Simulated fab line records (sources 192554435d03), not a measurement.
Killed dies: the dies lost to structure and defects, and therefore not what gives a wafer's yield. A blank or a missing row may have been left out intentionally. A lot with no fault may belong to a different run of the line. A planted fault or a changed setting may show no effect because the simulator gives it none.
Split-lot trial | flow n5Finfet | 21 wafers read across 7 lots, on a route 1938 steps long

THE SPLIT ITSELF
At N5_MIM_TOP_SPUTTER_03 (material TiN, target thk 35 nm, time 89.7 s), the setting timeS was moved away from the recipe's 89.7 s on 7 of the 21 wafers read, by -9.6% to +12.9%. For the rest of the wafers, this setting stayed at what the recipe calls for.

The reading comes from the split's own step.

THE READING
TiN_of_MIM_TOP_SPUTTER_03.thkNm (the simulator's own value, which no gauge read), in nm, at N5_MIM_TOP_SPUTTER_03 (material TiN, target thk 35 nm, time 89.7 s). The file gives no usual value for it. The 14 wafers here that ran the recipe average 34.9 nm, standard deviation 0.29 nm.

wafer  | tool, chamber at the split | timeS as run, s | against the recipe | TiN_of_MIM_TOP_SPUTTER_03.thkNm, nm | against lot-mates on the recipe
L075.2 | pvdSputter-01, -           | 89.7            | recipe             | 34.8                                | -
L075.3 | pvdSputter-01, -           | 89.7            | recipe             | 35.2                                | -
L075.5 | pvdSputter-01, -           | 81.09           | -9.6%              | 31.6                                | -3.4
L074.3 | pvdSputter-01, -           | 89.7            | recipe             | 35.4                                | -
L074.6 | pvdSputter-01, -           | 89.7            | recipe             | 35.4                                | -
L074.4 | pvdSputter-01, -           | 81.33           | -9.3%              | 32.2                                | -3.2
L086.2 | pvdSputter-02, -           | 89.7            | recipe             | 34.8                                | -
L086.5 | pvdSputter-02, -           | 101.3           | +12.9%             | 39.4                                | +4.6
L086.6 | pvdSputter-02, -           | 101.3           | +12.9%             | 38.8                                | +4.0
L088.1 | pvdSputter-03, -           | 89.7            | recipe             | 34.4                                | -
L088.3 | pvdSputter-03, -           | 89.7            | recipe             | 34.8                                | -
L088.5 | pvdSputter-03, -           | 89.7            | recipe             | 34.6                                | -
L089.1 | pvdSputter-03, -           | 89.7            | recipe             | 35                                  | -
L089.3 | pvdSputter-03, -           | 89.7            | recipe             | 34.8                                | -
L089.4 | pvdSputter-03, -           | 96.29           | +7.3%              | 38.2                                | +3.3
L092.1 | pvdSputter-02, -           | 89.7            | recipe             | 34.8                                | -
L092.4 | pvdSputter-02, -           | 89.7            | recipe             | 34.8                                | -
L092.6 | pvdSputter-02, -           | 89.7            | recipe             | 34.6                                | -
L097.1 | pvdSputter-01, -           | 89.7            | recipe             | 35.2                                | -
L097.3 | pvdSputter-01, -           | 94.94           | +5.8%              | 36.8                                | +1.6
L097.4 | pvdSputter-01, -           | 94.94           | +5.8%              | 36.6                                | +1.4

THE FIT
A straight line over all 21 wafers: TiN_of_MIM_TOP_SPUTTER_03.thkNm changes by +0.33 nm for each +1% of timeS; r = +0.98; the points scatter about the line by 0.35 nm.
The same after taking each lot's own level away (the mean of its wafers on the recipe; 21 wafers): +0.34 nm for each +1%; r = +0.99; scatter 0.29 nm.
On that fit, the largest move of timeS shifts the reading by 4.4 nm.
Measured against the standard deviation above, the lots' own levels, which go from 34.60 to 35.40 nm, span 2.8 times it.
The two slopes agree, so the slope changes little with the lot-to-lot level.
Check: +4.28 nm against its lot-mates is what the line predicts for one of the wafers moved furthest among these (+12.9%) when that wafer is left out of the fit. Against them it came out at +4.6 nm.

THE OTHER SPLITS THESE WAFERS WENT THROUGH
These wafers also went through other splits before the reading. Each is held against what the fit with the lots' levels taken away leaves over:
other split on the same wafers   | wafers away from the commonest value | r with TiN_of_MIM_TOP_SPUTTER_03.thkNm (lot level and that fit taken away)
N5_BEOL_M10_COAT_64 spinRpm      | 13                                   | -0.06
N5_BEOL_M11_TRENCH_ETCH_37 timeS | 3                                    | +0.01
N5_BEOL_M11_DEGAS_44 tempC       | 5                                    | -0.04
N5_BEOL_M13_COAT_04 spinRpm      | 10                                   | +0.14
N5_BEOL_M14_COAT_65 spinRpm      | 6                                    | +0.19
N5_BEOL_M14_EXPOSE_25 doseMj     | 5                                    | +0.46

THE FILE'S OWN FIT
TiN_of_MIM_TOP_SPUTTER_03.thkNm changes by +0.348 nm for each +1% of timeS, r = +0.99.
